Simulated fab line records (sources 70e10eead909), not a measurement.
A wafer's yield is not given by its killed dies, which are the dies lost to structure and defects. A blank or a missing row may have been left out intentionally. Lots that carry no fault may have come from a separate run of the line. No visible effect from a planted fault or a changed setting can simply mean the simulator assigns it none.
A lot that was struck, set against a sound lot | flow nand-harc | 24 out of 1159 route steps
Sound: these wafers, L313.1, L313.2, L313.4. The struck wafers were L321.1, L321.3, L321.6. The cause comes at the end.
At each step with rows: each side's tool, then ch and its chambers, then its first start. Under that, the readings that differ: sound wafers | struck wafers | difference of the means | sigmas: that difference in standard deviations of wafers without a fault.
alike: words and numbers the same on both sides, and readings whose means are apart by under 2 such deviations; not compared: readings that were withheld, readings missing a value for some wafer, numbers with overlapping values and no deviation given by the record, and bounds like >300 which may hide the same value.
Wherever a step has rows on one side only, a row that says differs or no value, or a row with sigmas, the two part there. When numbers do not overlap yet have no deviation, they are printed without sigmas and do not part them. Lack of a reading on every wafer of one side parts them only where that side has two or more wafers.

first, 1 step without rows for these wafers: NHARC_A_M0_SRD_25.
NHARC_A_M0_INSPECT_27:
  sound: defect-inspect-02 at day 18 03:25; struck: defect-inspect-02 at day 20 10:26
  reading          | sound       | struck      | difference | sigmas
  raw-defect-count | 606 658 530 | 338 341 314 | -267       | -2
NHARC_A_M0_PRE_CLEAN_31: time 12 s.
  sound on pecvd-02 ch 0,2, day 18 03:29; struck on pecvd-04 ch 0,1, day 20 10:31
  alike: heater-power-w
NHARC_A_M0_DEP_32: deposits SiCN, target thk 30 nm.
  sound on pecvd-02 ch 0,2, day 18 03:34; struck on pecvd-04 ch 0,1, day 20 10:35
  alike: heater-power-w
then, 7 steps without rows for these wafers: NHARC_A_M1_DEP_00 (deposits SiOC, target thk 182.5 nm); NHARC_A_M1_DEHYDRATE_01 (time 120 s); NHARC_A_M1_HMDS_02 (time 30 s); NHARC_A_M1_COAT_34 (time 65 s); NHARC_A_M1_COAT_03 (resist thk 90 nm); NHARC_A_M1_SOFTBAKE_04 (time 55 s); NHARC_A_M1_EBR_05.
NHARC_A_M1_EXPOSE_06: exposes mask A M1, target cd 120 nm.
  sound on arfi-scanner-01 ch 0, day 18 04:35; struck on arfi-scanner-01 ch 0, day 20 11:41
  reading              | sound             | struck            | difference | sigmas
  exposure-dose-mJ-cm2 | 75.11 75.00 75.02 | 77.69 77.71 77.58 | +2.62      | +35
  alike: mask, stage-vel-mm-s
then, 2 steps without rows for these wafers: NHARC_A_M1_PEB_07 (peb time 65 s); NHARC_A_M1_DEVELOP_08 (develop time 35 s).
NHARC_A_M1_CD_MEAS_09: target cd 120 nm.
  sound on cd-sem-03 ch 0, day 18 04:43; struck on cd-sem-03 ch 0, day 20 11:50
  reading    | sound             | struck            | difference | sigmas
  cd-nm (nm) | 119.3 118.9 119.5 | 121.1 122.0 121.9 | +2.4       | +5
NHARC_A_M1_OVL_MEAS_10: pitch 240 nm.
  sound: overlay-02 at day 18 04:49; struck: overlay-01 at day 20 11:55
  reading           | sound       | struck         | difference | sigmas
  overlay-y-nm (nm) | 1.2 1.4 1.4 | -0.5 -0.6 -1.0 | -2.0       | -3
  alike: overlay-x-nm
NHARC_A_M1_INSPECT_11:
  sound: defect-inspect-01 at day 18 04:51; struck: defect-inspect-02 at day 20 11:58
  alike: raw-defect-count
NHARC_A_M1_DESCUM_14: chemistry O2, time 3 s.
  sound on rie-diel-01 ch 1,2,3, day 18 04:55; struck on rie-diel-01 ch 0,1,2, day 20 12:01
  reading               | sound             | struck            | difference | sigmas
  model.A_M1.cd-nm (nm) | 119.1 119.1 119.6 | 121.5 121.7 122.3 | +2.6       |
  alike: drypump-motor-current-A, oes-product-au, rf-vpp-V, showerhead-plenum-p-Torr, throttle-valve-pct
  not compared: rf-hours-counter-h
NHARC_A_M1_ETCH_35: etches the open film in N2/H2, target depth 40 nm, overetch 12 nm, time 43.94 s.
  sound on rie-diel-01 ch 0,2,3, day 18 04:59; struck on rie-diel-01 ch 1,3, day 20 12:07
  alike: drypump-motor-current-A, h2-flow-sccm, oes-product-au, rf-vpp-V, showerhead-plenum-p-Torr, throttle-valve-pct
  not compared: rf-hours-counter-h
NHARC_A_M1_ETCH_15: etches the open film in C4F8/Ar, target depth 182.5 nm, time 91.2 s.
  sound: rie-diel-01 ch 1,2,3; struck: rie-diel-01 ch 1,2
  alike: oes-product-au, rf-vpp-V
  not compared: rf-hours-counter-h
NHARC_A_M1_CD_MEAS_16:
  sound: cd-sem-02 at day 18 05:16; struck: cd-sem-01 at day 20 12:19
  reading    | sound             | struck            | difference | sigmas
  cd-nm (nm) | 119.0 119.4 119.6 | 121.3 121.2 122.3 | +2.3       | +4
NHARC_A_M1_STRIP_18: strips in N2/H2.
  sound on rie-diel-01 ch 0,1,2, day 18 05:20; struck on rie-diel-01 ch 0,1, day 20 12:24
  alike: drypump-motor-current-A, h2-flow-sccm, oes-product-au, rf-vpp-V, showerhead-plenum-p-Torr, throttle-valve-pct
  not compared: rf-hours-counter-h
NHARC_A_M1_ETCH_28: etches the open film in CF4/N2, target depth 30 nm, time 72.99 s.
  sound: rie-diel-01 ch 0,1,2; struck: rie-diel-01 ch 1,2
  reading               | sound           | struck            | difference | sigmas
  model.A_M1.cd-nm (nm) | 119 118.4 119.3 | 121.3 121.3 122.1 | +2.7       |
  alike: drypump-motor-current-A, oes-product-au, rf-vpp-V, showerhead-plenum-p-Torr, throttle-valve-pct
  not compared: rf-hours-counter-h
then, 1 step without rows for these wafers: NHARC_A_M1_STRIP_19 (strips in post etch residue remover, time 600 s).

## WHERE THEY PART
First at NHARC_A_M0_INSPECT_27; last, within this record, at NHARC_A_M1_CD_MEAS_16. Later steps at which nothing parts them and some readings are alike: NHARC_A_M1_STRIP_18, NHARC_A_M1_ETCH_28.

WHY: what the simulator had put in
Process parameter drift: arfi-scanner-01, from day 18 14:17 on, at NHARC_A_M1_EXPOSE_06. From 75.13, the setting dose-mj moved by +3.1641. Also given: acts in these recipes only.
